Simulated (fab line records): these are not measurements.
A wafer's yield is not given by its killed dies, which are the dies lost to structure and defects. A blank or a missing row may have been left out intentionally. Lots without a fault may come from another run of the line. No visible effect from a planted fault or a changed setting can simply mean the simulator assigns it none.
The tool behind it: which one? -- flow nand harc -- 72 wafers from 24 lots sampled at 6 of the route's 1302 steps

WHAT THE GAUGES SHOWED, per wafer
NHARC_A_CONTACT_CD_MEAS_15. Usual: cd nm at 190.1 nm, with a standard deviation of 0.52.
lot,measured,on,cd nm (nm),flag
L075,day 23 01:12,cd sem-03,190.6 189.6 190.1,
L076,day 23 03:11,cd sem-03,190.1 190.9 191.0,
L074,day 23 05:14,cd sem-01,188.7 189.7 188.5,
L077,day 23 07:42,cd sem-01,190.5 190.5 189.7,
L078,day 23 08:40,cd sem-02,190.7 190.2 190.8,
L080,day 23 23:07,cd sem-01,190.1 189.2 189.4,
L079,day 24 05:22,cd sem-03,190.0 190.0 190.4,
L084,day 25 19:34,cd sem-01,190.6 189.9 189.8,
L082,day 26 03:28,cd sem-02,190.2 189.8 190.5,
L083,day 26 08:23,cd sem-02,190.0 190.4 189.9,
L081,day 26 08:43,cd sem-01,191.5 190.5 190.8,
L085,day 26 23:28,cd sem-01,190.2 190.4 190.4,
L086,day 27 03:33,cd sem-01,190.3 190.1 189.6,
L088,day 27 21:19,cd sem-01,189.7 190.5 190.8,
L089,day 28 04:51,cd sem-01,190.2 190.2 190.1,
L087,day 28 08:37,cd sem-01,189.7 189.2 189.7,
L091,day 28 21:17,cd sem-01,190.0 189.4 189.9,
L090,day 29 07:38,cd sem-01,190.4 190.0 190.2,
L092,day 29 09:33,cd sem-01,190.2 190.5 190.5,
L094,day 29 21:35,cd sem-01,189.9 189.7 190.3,
L093,day 29 23:37,cd sem-02,190.8 191.1 190.9,
L097,day 31 09:49,cd sem-03,190.2 189.8 189.6,
L096,day 31 20:25,cd sem-03,189.8 189.4 189.3,
L095,day 32 05:52,cd sem-01,190.2 189.2 190.1,

TOOL THAT RAN EACH LOT (tool first, then ch and the chambers of the sampled wafers, then the start)
lot,NHARC_A_CONTACT_ETCH_133,NHARC_A_CONTACT_ETCH_97,NHARC_A_CONTACT_ETCH_89,NHARC_A_CONTACT_ETCH_136,NHARC_A_CONTACT_ETCH_137
L075,"har cap etch-02 ch 0,1, day 22 13:43","rie diel-04 ch 0,1,2, day 22 23:40 or earlier","rie diel-08 ch 0,2, day 22 23:40 or earlier","har cap etch-01 ch 0, day 22 23:40","har cap etch-01 ch 0, day 22 23:56"
L076,"har cap etch-02 ch 0,1, day 22 16:35","rie diel-01 ch 2,3, day 23 01:36 or earlier","rie diel-04 ch 0,1,2, day 23 01:36 or earlier","har cap etch-01 ch 0,1, day 23 01:36","har cap etch-01 ch 0,1, day 23 01:52"
L074,"har cap etch-01 ch 0,1, day 22 20:16","rie diel-08 ch 0,2, day 23 03:38 or earlier","rie diel-01 ch 0,1,3, day 23 03:38 or earlier","har cap etch-02 ch 0,1, day 23 03:38","har cap etch-02 ch 0,1, day 23 03:54"
L077,"har cap etch-03 ch 1, day 22 23:41","rie diel-08 ch 2,3, day 23 06:08 or earlier","rie diel-01 ch 0,1,3, day 23 06:08 or earlier","har cap etch-01 ch 0,1, day 23 06:08","har cap etch-01 ch 0,1, day 23 06:25"
L078,"har cap etch-02 ch 0,1, day 23 00:34","rie diel-04 ch 0,2,3, day 23 07:04 or earlier","rie diel-08 ch 1,2,3, day 23 07:04 or earlier","har cap etch-03 ch 0,1, day 23 07:04","har cap etch-03 ch 0,1, day 23 07:20"
L080,"har cap etch-01 ch 0,1, day 23 13:44","rie diel-04 ch 0,1,3, day 23 21:32 or earlier","rie diel-01 ch 0,2,3, day 23 21:32 or earlier","har cap etch-02 ch 0,1, day 23 21:32","har cap etch-02 ch 0,1, day 23 21:48"
L079,"har cap etch-03 ch 0,1, day 23 21:31","rie diel-04 ch 2,3, day 24 03:49 or earlier","rie diel-01 ch 0,2,3, day 24 03:49 or earlier","har cap etch-01 ch 0,1, day 24 03:49","har cap etch-01 ch 0,1, day 24 04:05"
L084,"har cap etch-01 ch 0,1, day 25 11:36","rie diel-04 ch 1,2,3, day 25 12:29","rie diel-04 ch 1,2,3, day 25 17:58 or earlier","har cap etch-03 ch 0,1, day 25 17:58","har cap etch-03 ch 0,1, day 25 18:14"
L082,"har cap etch-01 ch 0,1, day 25 17:38","rie diel-08 ch 1,2, day 26 01:50 or earlier","rie diel-04 ch 1,2,3, day 26 01:50 or earlier","har cap etch-02 ch 0,1, day 26 01:50","har cap etch-02 ch 0,1, day 26 02:07"
L083,"har cap etch-02 ch 0,1, day 25 23:49","rie diel-01 ch 0,2,3, day 26 06:46 or earlier","rie diel-01 ch 0,1,3, day 26 06:46 or earlier","har cap etch-03 ch 0,1, day 26 06:46","har cap etch-03 ch 0,1, day 26 07:02"
L081,"har cap etch-01 ch 0,1, day 25 23:56","rie diel-01 ch 1,2,3, day 26 07:06 or earlier","rie diel-08 ch 0,2,3, day 26 07:06 or earlier","har cap etch-02 ch 0,1, day 26 07:06","har cap etch-02 ch 0,1, day 26 07:22"
L085,"har cap etch-01 ch 0,1, day 26 11:35","rie diel-01 ch 0,1,3, day 26 21:37 or earlier","rie diel-04 ch 0,1, day 26 21:37 or earlier","har cap etch-02 ch 0,1, day 26 21:37","har cap etch-02 ch 0,1, day 26 21:59"
L086,"har cap etch-03 ch 0,1, day 26 19:15","rie diel-08 ch 1,2, day 27 02:01 or earlier","rie diel-04 ch 0,1,2, day 27 02:01 or earlier","har cap etch-01 ch 0,1, day 27 02:01","har cap etch-01 ch 0,1, day 27 02:17"
L088,"har cap etch-01 ch 0,1, day 27 13:26","rie diel-04 ch 2,3, day 27 19:40 or earlier","rie diel-04 ch 0,3, day 27 19:40 or earlier","har cap etch-01 ch 0, day 27 19:40","har cap etch-01 ch 0, day 27 19:56"
L089,"har cap etch-02 ch 0,1, day 27 19:59","rie diel-04 ch 1,3, day 28 03:18 or earlier","rie diel-01 ch 0,1,2, day 28 03:18 or earlier","har cap etch-01 ch 0,1, day 28 03:18","har cap etch-01 ch 0,1, day 28 03:34"
L087,"har cap etch-03 ch 0,1, day 28 00:51","rie diel-04 ch 0,1, day 28 07:01 or earlier","rie diel-01 ch 0,2, day 28 07:01 or earlier","har cap etch-02 ch 0,1, day 28 07:01","har cap etch-02 ch 0,1, day 28 07:17"
L091,"har cap etch-03 ch 0,1, day 28 12:27","rie diel-04 ch 0,2,3, day 28 19:41 or earlier","rie diel-04 ch 0,2,3, day 28 19:41 or earlier","har cap etch-03 ch 0,1, day 28 19:41","har cap etch-03 ch 0,1, day 28 19:58"
L090,"har cap etch-02 ch 0,1, day 28 16:10","rie diel-04 ch 0,2,3, day 29 06:02 or earlier","rie diel-08 ch 0,2,3, day 29 06:02 or earlier","har cap etch-03 ch 0,1, day 29 06:02","har cap etch-03 ch 0,1, day 29 06:19"
L092,"har cap etch-01 ch 0,1, day 28 20:11","rie diel-04 ch 1,2, day 29 08:02 or earlier","rie diel-04 ch 1,2, day 29 08:02 or earlier","har cap etch-02 ch 0,1, day 29 08:02","har cap etch-02 ch 0,1, day 29 08:19"
L094,"har cap etch-01 ch 0,1, day 29 13:08","rie diel-08 ch 0,1,2, day 29 19:59 or earlier","rie diel-04 ch 0,2,3, day 29 19:59 or earlier","har cap etch-02 ch 0,1, day 29 19:59","har cap etch-02 ch 0,1, day 29 20:16"
L093,"har cap etch-03 ch 0,1, day 29 16:00","rie diel-01 ch 0,2,3, day 29 22:00 or earlier","rie diel-04 ch 0,1,2, day 29 22:00 or earlier","har cap etch-01 ch 1, day 29 22:00","har cap etch-01 ch 1, day 29 22:16"
L097,"har cap etch-01 ch 0,1, day 31 00:55","rie diel-04 ch 0,1,2, day 31 08:14 or earlier","rie diel-04 ch 0,1, day 31 08:14 or earlier","har cap etch-03 ch 0,1, day 31 08:14","har cap etch-03 ch 0,1, day 31 08:31"
L096,"har cap etch-03 ch 1, day 31 05:35","rie diel-04 ch 1,2,3, day 31 18:52 or earlier","rie diel-08 ch 0,2, day 31 18:52 or earlier","har cap etch-02 ch 0,1, day 31 18:52","har cap etch-02 ch 0,1, day 31 19:08"
L095,"har cap etch-01 ch 0,1, day 31 21:31","rie diel-08 ch 0,1,3, day 31 22:19","rie diel-01 ch 0,1, day 32 04:19 or earlier","har cap etch-02 ch 0,1, day 32 04:19","har cap etch-02 ch 0,1, day 32 04:35"
- NHARC_A_CONTACT_ETCH_133: etches the open film in C4F8/O2/Ar, time 374 s, target depth 1610 nm.
- NHARC_A_CONTACT_ETCH_97: etches the open film in C4F6/O2, target depth 20 nm, time 10 s.
- NHARC_A_CONTACT_ETCH_89: etches the open film in N2/H2, target depth 260 nm, time 475.3 s.
- NHARC_A_CONTACT_ETCH_136: etches the open film in C4F8/O2/Ar, time 311 s, target depth 1912 nm.
- NHARC_A_CONTACT_ETCH_137: etches the open film in C4F8/O2/Ar, time 311 s, target depth 1912 nm.

AS READ BY THE TOOLS THEMSELVES (means over the sampled wafers that have a number; for cases with no such wafer, the mark the record gives instead)
NHARC_A_CONTACT_ETCH_97. Usual: c4f6 flow sccm 25.00 sccm, standard deviation 0.075; drypump motor current A 5.9 A, standard deviation 0.3; oes product au 0.968 a.u., standard deviation 0.024; rf vpp V 548.3 V, standard deviation 2.6; showerhead plenum p Torr 3.99 Torr, standard deviation 0.13; throttle valve pct 26.904 %, standard deviation 0.0086.
lot,tool,c4f6 flow sccm (sccm),drypump motor current A (A),oes product au (a.u.),rf vpp V (V),showerhead plenum p Torr (Torr),throttle valve pct (%),flag
L075,rie diel-04,24.97,6.2,0.946,548.1,4.00,26.910,
L076,rie diel-01,24.94,5.9,0.961,543.7,3.74,26.904,
L074,rie diel-08,25.00,5.5,0.960,546.1,3.92,26.899,
L077,rie diel-08,24.96,5.8,0.952,544.2,3.84,26.901,
L078,rie diel-04,24.92,6.1,0.960,550.3,4.05,26.903,
L080,rie diel-04,25.04,6.2,1.007,549.2,4.00,26.910,
L079,rie diel-04,25.03,6.0,0.942,551.2,4.11,26.906,
L084,rie diel-04,25.03,6.0,1.001,549.7,4.05,26.898,
L082,rie diel-08,25.11,5.6,0.966,546.9,3.95,26.911,
L083,rie diel-01,24.98,5.8,0.955,549.7,4.06,26.902,
L081,rie diel-01,25.02,5.9,0.973,547.2,3.97,26.903,
L085,rie diel-01,25.04,5.7,0.984,548.2,3.96,26.910,
L086,rie diel-08,25.08,5.6,0.951,547.5,3.94,26.898,
L088,rie diel-04,25.00,6.0,0.953,550.8,4.10,26.900,
L089,rie diel-04,24.97,6.1,0.950,549.3,4.05,26.908,
L087,rie diel-04,24.94,6.3,0.942,546.6,3.93,26.897,
L091,rie diel-04,25.03,6.1,0.997,549.3,4.04,26.899,
L090,rie diel-04,24.98,6.1,0.958,549.4,4.04,26.903,
L092,rie diel-04,24.99,6.1,0.943,548.3,3.99,26.905,
L094,rie diel-08,24.94,5.5,0.970,546.3,3.91,26.907,
L093,rie diel-01,25.04,5.8,1.004,549.0,4.05,26.891,
L097,rie diel-04,24.93,6.2,1.002,548.7,3.98,26.905,
L096,rie diel-04,25.08,6.0,0.953,549.2,4.04,26.907,
L095,rie diel-08,25.01,5.6,0.999,546.8,3.90,26.899,

NHARC_A_CONTACT_ETCH_89. Usual: drypump motor current A 5.89 A, standard deviation 0.3; oes product au 1.002 a.u., standard deviation 0.0096; rf vpp V 431.4 V, standard deviation 2.5; showerhead plenum p Torr 2.07 Torr, standard deviation 0.084; throttle valve pct 14.172 %, standard deviation 0.0091.
lot,tool,drypump motor current A (A),oes product au (a.u.),rf vpp V (V),showerhead plenum p Torr (Torr),throttle valve pct (%),flag
L075,rie diel-08,5.51,0.997,429.4,2.01,14.164,
L076,rie diel-04,6.17,0.998,431.1,2.08,14.169,
L074,rie diel-01,5.68,0.999,430.9,2.07,14.173,
L077,rie diel-01,5.63,0.997,431.5,2.07,14.183,
L078,rie diel-08,5.65,0.996,430.9,2.02,14.175,
L080,rie diel-01,5.76,1.009,431.5,2.01,14.172,
L079,rie diel-01,5.75,1.005,429.7,2.01,14.174,
L084,rie diel-04,6.04,1.002,433.3,2.11,14.181,
L082,rie diel-04,6.04,0.996,433.2,2.11,14.177,
L083,rie diel-01,5.66,0.995,430.9,2.06,14.166,
L081,rie diel-08,5.59,1.009,430.3,2.00,14.169,
L085,rie diel-04,6.21,1.005,430.9,2.05,14.174,
L086,rie diel-04,6.17,1.000,432.3,2.08,14.171,
L088,rie diel-04,6.12,0.998,432.1,2.11,14.166,
L089,rie diel-01,5.83,1.005,434.2,2.15,14.166,
L087,rie diel-01,5.70,1.002,434.2,2.20,14.170,
L091,rie diel-04,6.13,0.998,432.5,2.11,14.170,
L090,rie diel-08,5.59,1.016,429.2,2.00,14.170,
L092,rie diel-04,6.04,0.998,432.8,2.11,14.175,
L094,rie diel-04,6.12,0.998,432.0,2.10,14.174,
L093,rie diel-04,6.19,0.993,431.2,2.07,14.171,
L097,rie diel-04,6.33,1.002,430.1,2.04,14.175,
L096,rie diel-08,5.52,1.022,428.0,1.98,14.171,
L095,rie diel-01,5.60,1.001,433.4,2.13,14.167,

THE ANSWER, worked out from the rows above alone
Rule: take the mean of a lot's wafers that have a number; if it is more than 3 standard deviations from the usual mean, the lot is off. Also off: a lot with no number at a reading for which 4 or more lots have one. Where the step has rows for the other lots, those lots are counted as sound. After the gauges, taken in route order, come the tools' own readings; for these a lot's mean is taken, as printed above. At the first step where some lot is off, the reading lying furthest off is the one used; lots without a number count as furthest.
No lot is off at any reading shown: from this, nothing can be told.

WHAT THE SIMULATOR PUT IN
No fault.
